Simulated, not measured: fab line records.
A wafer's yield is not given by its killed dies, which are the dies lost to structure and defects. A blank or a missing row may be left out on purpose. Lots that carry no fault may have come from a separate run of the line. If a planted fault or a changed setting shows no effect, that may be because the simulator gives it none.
fab line records	flow n5-finfet	part 2 of 2: steps 5 to 6 of 6
[record] lots = 18	wafers = 54	last-day = 16
route steps=1938 shown BEOL_M14@1731 BEOL_M15@1786 MIM_TOP@1837 PASSIVATION@1908
lots with no fault: from the same line, run without faults
start-h: hours from the record's first day to the start of the lot's first wafer shown	wait-h: hours since the lot's step before	" as in the row above	L1.1+2: a row that stands for several wafers	- either no value or no given start	* or withheld: withheld	< > ~ a bound
route shown NAME@n: NAME is a module with steps in the file, n the number in the route of the first one	usual: the fault-free wafers' mean and standard deviation	same: alike in all rows	chamber/n: place in a boat	sites: readings site by site	_std_site: how widely they spread, as a standard deviation	_edge_site: the outer-site mean with the inner-site mean subtracted	radius-mm: for every site, how far away it sits from the centre of the wafer	mask NAME#n: copy n	behind: tool/chamber where the wafer was last shaped	hold: why the lot went on hold/how many hours it stayed there/how the hold came to an end	device: names the non-switching transistor (n, p or np)	end of line: the same wafers' tests at the end of the route	where a step has no rows: the recipe by itself	killed: dies that structure and defects cost at the first sort, which is not the same as the wafer's yield	map: dies across one wafer; x = killed, . = not, _ = none there
set.NAME: setting as actually run; set.NAME@STEP: the setting as run at that earlier step	model.NAME: the simulator's own value behind a step, which no gauge read
route steps across a sampled set of lots; one table per step, one row per wafer
services: from which hour (start-h, from the record's first day; less than 0 if before it) a tool's chamber was out of use, for how many hours, and why
[[steps]]
[step N5_PASSIVATION_DESCUM_32]
[recipe] chemistry = O2	time-s = 7.9	source-power-w = 50	bias-power-w = 20	pressure-mtorr = 20	rf-frequency-hz = 2.712e+07	temp-c = 40	o2-flow-sccm = 225
[usual] chamber-pressure-mTorr = 20.000/0.019	drypump-motor-current-A = 5.7/0.55	o2-flow-sccm = 225.0/0.74	oes-product-au = 0.80/0.076	rf-vpp-V = 242.6/1.1	showerhead-plenum-p-Torr = 2.05/0.043	throttle-valve-pct = 20.48/0.18
lot.wafer	tool	chamber	start-h	wait-h	chamber-pressure-mTorr	drypump-motor-current-A	o2-flow-sccm	oes-product-au	rf-hours-counter-h	rf-vpp-V	showerhead-plenum-p-Torr	throttle-valve-pct
L075.4	rie-diel-04	0	267.44	0.0	20.041	5.9	224.1	0.75	158	241.8	1.99	20.32
L075.5	"	1	"	"	19.988	5.4	224.2	0.83	-	243.9	2.13	20.52
L075.6	"	0	"	"	20.029	5.9	225.1	0.75	-	242.1	1.99	20.30
L074.2	rie-diel-05	3	270.77	0.0	19.991	5.0	225.1	0.89	57	242.0	2.03	20.26
L074.3	"	2	"	"	20.025	6.7	226.1	0.71	218	243.1	2.05	20.86
L074.4	"	0	"	"	19.973	5.1	225.3	0.83	96	240.9	2.02	20.37
L078.2	rie-diel-05	1	279.95	0.0	19.995	5.8	224.1	0.82	86	243.6	2.05	20.61
L078.3	"	2	"	"	20.001	6.7	225.7	0.70	222	243.0	2.05	20.88
L078.4	"	0	"	"	19.996	5.1	225.4	0.83	100	241.9	2.02	20.34
L080.1	rie-diel-01	2	287.57	0.0	19.994	5.3	224.0	0.72	176	243.8	2.15	20.44
L080.3	"	3	"	"	20.032	6.0	224.8	0.77	138	242.3	2.08	20.49
L080.4	"	3	"	"	19.998	6.0	225.2	0.76	-	243.3	2.08	20.49
L079.1	rie-diel-01	0	292.66	0.0	19.990	6.3	224.9	0.72	183	243.2	2.10	20.57
L079.2	"	3	"	"	19.987	6.0	224.1	0.76	140	243.4	2.07	20.49
L079.6	"	2	"	"	19.990	5.3	224.1	0.73	-	244.9	2.15	20.46
L081.1	rie-diel-01	3	299.42	0.0	20.020	6.0	225.2	0.76	142	242.6	2.07	20.49
L081.3	"	0	"	"	20.008	6.3	225.7	0.73	185	243.9	2.10	20.58
L081.6	"	2	"	"	19.981	5.3	226.9	0.72	-	243.0	2.15	20.44
L083.1	rie-diel-04	3	307.24	0.0	19.999	6.0	224.3	0.86	69	241.7	2.03	20.27
L083.4	"	2	"	"	20.033	5.3	225.0	0.86	57	242.0	2.05	20.29
L083.5	"	1	"	"	19.997	5.4	223.9	0.81	-	242.1	2.12	20.55
L084.2	rie-diel-05	2	314.81	0.0	20.005	6.7	223.8	0.70	232	243.0	2.04	20.91
L084.3	"	3	"	"	19.988	5.0	223.9	0.87	76	243.1	2.02	20.30
L084.6	"	2	"	"	20.003	6.7	223.8	0.69	-	244.0	2.04	20.91
L085.2	rie-diel-05	0	318.98	0.0	20.000	5.0	225.5	0.82	114	242.2	2.01	20.38
L085.4	"	1	"	"	19.993	5.8	225.3	0.81	97	242.7	2.05	20.63
L085.5	"	0	"	"	20.002	5.1	225.0	0.82	-	242.1	2.01	20.38
L086.2	rie-diel-04	2	319.04	0.0	20.009	5.3	225.1	0.86	62	242.2	2.05	20.30
L086.3	"	1	"	"	19.986	5.4	223.5	0.80	106	243.5	2.12	20.54
L086.6	"	0	"	"	20.013	5.9	225.1	0.74	-	240.2	1.99	20.34
L089.1	rie-diel-01	0	339.01	0.1	20.006	6.3	225.4	0.72	199	243.1	2.09	20.60
L089.2	"	1	"	"	20.028	5.7	225.4	0.94	16	243.0	2.07	20.81
L089.3	"	3	"	"	19.993	6.0	224.5	0.74	156	243.1	2.07	20.51
L087.3	rie-diel-04	0	341.00	0.2	19.994	5.9	225.0	0.74	183	241.6	1.98	20.35
L087.5	"	1	"	"	20.008	5.4	225.5	0.81	-	243.2	2.12	20.56
L087.6	"	0	"	"	19.998	5.9	225.4	0.74	-	241.6	1.98	20.35
L088.1	rie-diel-05	2	351.26	0.1	20.014	6.7	224.2	0.67	245	241.3	2.04	20.92
L088.5	"	3	"	"	20.034	5.0	225.5	0.85	-	242.2	2.02	20.29
L088.6	"	2	"	"	20.057	6.7	223.2	0.67	-	241.6	2.04	20.92
L091.2	rie-diel-04	1	360.90	0.3	19.981	5.4	225.1	0.80	120	243.9	2.12	20.58
L091.5	"	2	"	"	20.004	5.4	224.7	0.83	-	241.1	2.05	20.33
L091.6	"	1	"	"	19.977	5.4	226.0	0.80	-	244.9	2.12	20.57
L093.2	rie-diel-04	2	370.07	0.0	19.993	5.4	223.6	0.83	80	242.2	2.05	20.35
L093.3	"	0	"	"	19.987	6.0	224.0	0.72	192	240.4	1.98	20.36
L093.4	"	3	"	"	19.960	6.0	224.4	0.83	90	241.4	2.03	20.31
L092.1	rie-diel-05	0	373.61	0.1	20.036	5.1	224.9	0.78	136	242.9	2.01	20.40
L092.2	"	1	"	"	19.986	5.8	224.1	0.79	117	243.1	2.04	20.67
L092.4	"	0	"	"	19.990	5.1	225.3	0.79	-	242.0	2.01	20.42
L095.2	rie-diel-05	1	378.90	0.0	20.009	5.8	225.8	0.79	119	242.2	2.04	20.66
L095.5	"	3	"	"	20.010	5.0	225.7	0.84	-	242.1	2.02	20.33
L095.6	"	2	"	"	19.970	6.7	226.2	1.03	-	241.3	2.04	20.42
L094.3	rie-diel-05	2	385.28	0.2	19.985	6.7	224.6	0.99	2	242.4	2.04	20.39
L094.4	"	3	"	"	20.018	5.0	226.3	0.83	98	241.8	2.02	20.33
L094.6	"	3	"	"	20.007	5.0	224.8	0.83	-	243.6	2.02	20.32
[step N5_PASSIVATION_PASS_ETCH_47]
[recipe] chemistry = CF4/O2	target = SiNx	target-depth-a = 7700	time-s = 385	ion-energy-ev = 100	pressure-mtorr = 40	source-w = 535	bias-w = 49	Ar_flow_sccm = 100	cf4-flow-sccm = 100	O2_flow_sccm = 10
[usual] O2_flow_sccm = 10.00/0.031	chamber-pressure-mTorr = 40.00/0.036	drypump-motor-current-A = 5.7/0.5	oes-product-au = 0.80/0.058	rf-vpp-V = 240/8.3	showerhead-plenum-p-Torr = 2.16/0.04	throttle-valve-pct = 15.91/0.2
lot.wafer	tool	chamber	start-h	wait-h	O2_flow_sccm	chamber-pressure-mTorr	drypump-motor-current-A	oes-product-au	rf-hours-counter-h	rf-vpp-V	showerhead-plenum-p-Torr	throttle-valve-pct
L075.4	rie-diel-05	2	269.78	0.0	10.00	39.98	6.7	0.70	218	235	2.17	16.36
L075.5	"	1	"	"	10.02	39.99	5.8	0.82	-	247	2.13	15.85
L075.6	"	2	"	"	10.02	40.00	6.7	0.69	-	236	2.17	16.34
L074.2	rie-diel-04	1	272.72	0.0	10.03	40.07	5.4	0.81	88	224	2.23	15.92
L074.3	"	3	"	"	10.04	39.98	6.1	0.87	57	247	2.16	15.65
L074.4	"	2	"	"	9.99	39.99	5.4	0.87	44	245	2.15	15.60
L078.2	rie-diel-05	2	282.05	0.0	10.06	40.04	6.7	0.69	223	236	2.17	16.35
L078.3	"	1	"	"	9.95	39.97	5.8	0.81	87	247	2.13	15.84
L078.4	"	0	"	"	9.97	39.98	5.1	0.81	100	241	2.15	15.80
L080.1	rie-diel-04	0	289.53	0.0	9.97	40.06	5.9	0.74	166	231	2.11	15.85
L080.3	"	3	"	"	9.99	39.95	6.0	0.87	62	248	2.16	15.67
L080.4	"	1	"	"	10.05	40.03	5.4	0.81	95	224	2.23	15.94
L079.1	rie-diel-04	2	294.44	0.0	9.98	39.96	5.3	0.86	52	243	2.14	15.63
L079.2	"	0	"	"	10.02	39.99	5.9	0.74	168	232	2.11	15.86
L079.6	"	2	"	"	9.98	39.98	5.3	0.87	-	246	2.14	15.61
L081.1	rie-diel-05	3	301.47	0.0	9.99	40.05	5.0	0.85	69	238	2.17	15.88
L081.3	"	1	"	"	10.04	40.04	5.8	0.81	93	248	2.13	15.85
L081.6	"	1	"	"	10.03	39.99	5.8	0.81	-	249	2.13	15.86
L083.1	rie-diel-05	1	309.15	0.0	9.99	39.99	5.8	0.80	96	249	2.13	15.86
L083.4	"	0	"	"	10.06	40.01	5.1	0.81	110	241	2.15	15.84
L083.5	"	3	"	"	10.01	40.03	4.9	0.85	-	240	2.17	15.90
L084.2	rie-diel-04	1	316.78	0.0	9.98	39.99	5.5	0.79	105	224	2.22	15.97
L084.3	"	2	"	"	9.99	40.00	5.4	0.84	61	244	2.14	15.64
L084.6	"	2	"	"	10.03	40.01	5.3	0.86	-	244	2.14	15.64
L086.2	rie-diel-05	1	321.05	0.0	9.97	40.02	5.8	0.80	97	248	2.13	15.85
L086.3	"	0	"	"	9.99	40.01	5.1	0.80	115	242	2.15	15.84
L086.6	"	0	"	"	9.98	39.93	5.1	0.80	-	239	2.15	15.84
L085.2	rie-diel-01	3	321.17	0.0	9.99	40.03	6.0	0.76	150	247	2.22	16.15
L085.4	"	0	"	"	10.00	39.99	6.3	0.74	-	247	2.22	16.15
L085.5	"	0	"	"	10.01	40.04	6.3	0.74	-	247	2.22	16.14
L089.1	rie-diel-05	0	340.89	0.0	10.03	39.97	5.1	0.80	124	241	2.14	15.87
L089.2	"	3	"	"	9.99	40.00	5.0	0.84	82	239	2.17	15.90
L089.3	"	1	"	"	10.03	39.99	5.8	0.80	105	249	2.13	15.88
L087.3	rie-diel-01	0	343.05	0.0	9.98	39.93	6.3	0.73	202	249	2.22	16.16
L087.5	"	0	"	"	9.97	39.97	6.3	0.73	-	246	2.22	16.16
L087.6	"	1	"	"	10.00	39.98	5.7	0.92	-	251	2.15	15.96
L088.1	rie-diel-05	2	353.31	0.0	9.94	39.99	6.7	0.67	245	236	2.16	16.42
L088.5	"	3	"	"	10.01	40.01	5.0	0.84	-	239	2.16	15.91
L088.6	"	0	"	"	9.96	40.01	5.1	0.79	-	242	2.14	15.88
L091.2	rie-diel-05	2	362.85	0.0	10.01	40.06	6.7	0.67	248	236	2.16	16.41
L091.5	"	1	"	"	9.91	40.07	5.8	0.79	-	249	2.12	15.88
L091.6	"	2	"	"	10.01	40.05	6.7	0.67	-	235	2.16	16.42
L093.2	rie-diel-04	3	371.88	0.0	9.93	39.98	6.0	0.84	90	247	2.15	15.72
L093.3	"	2	"	"	9.97	40.02	5.3	0.83	80	244	2.13	15.67
L093.4	"	0	"	"	10.04	39.99	5.9	0.73	192	231	2.10	15.92
L092.1	rie-diel-04	0	375.40	0.0	9.99	40.05	5.9	0.72	193	234	2.10	15.91
L092.2	"	1	"	"	10.02	39.96	5.4	0.78	124	224	2.21	16.00
L092.4	"	2	"	"	10.03	40.01	5.4	0.83	82	243	2.13	15.67
L095.2	rie-diel-01	1	381.22	0.0	9.97	40.04	5.8	0.89	31	250	2.14	15.99
L095.5	"	1	"	"	10.00	40.00	5.8	0.88	-	252	2.14	15.98
L095.6	"	0	"	"	9.96	39.97	6.3	0.73	-	247	2.22	16.18
L094.3	rie-diel-04	2	387.68	0.0	10.03	39.98	5.3	0.81	87	244	2.13	15.67
L094.4	"	2	"	"	10.03	39.95	5.4	0.82	-	244	2.13	15.69
L094.6	"	3	"	"	10.01	39.94	6.0	0.82	-	248	2.15	15.73
[[services]]
tool	chamber	start-h	hours	kind
rie-diel-05	1	230.89	5.4	repair
rie-diel-04	2	242.38	12.5	repair
rie-diel-03	3	257.80	-	clean
rie-diel-03	0	274.83	3.8	repair
rie-diel-06	3	276.39	6.5	repair
rie-diel-02	3	277.39	11.6	repair
rie-diel-06	3	289.56	18.8	repair
rie-diel-02	3	297.64	18.1	repair
rie-diel-05	2	298.44	8.7	repair
rie-diel-02	1	303.65	4.8	repair
rie-diel-06	1	313.27	20.2	repair
rie-diel-01	2	319.59	4.7	repair
rie-diel-02	0	320.60	12.9	repair
rie-diel-05	3	327.61	10.9	repair
rie-diel-03	2	336.02	2.5	repair
rie-diel-01	-	342.20	0.2	repair
rie-diel-03	1	354.76	13.3	repair
rie-diel-05	-	357.67	2.8	pm
rie-diel-03	0	362.06	14.1	repair
rie-diel-05	2	367.49	-	clean
rie-diel-05	2	367.49	-	consumable-replace:focus-ring
rie-diel-05	2	367.49	10.9	scheduled-down
rie-diel-05	2	367.49	10.9	vent-cycle
rie-diel-02	2	380.92	7.2	repair
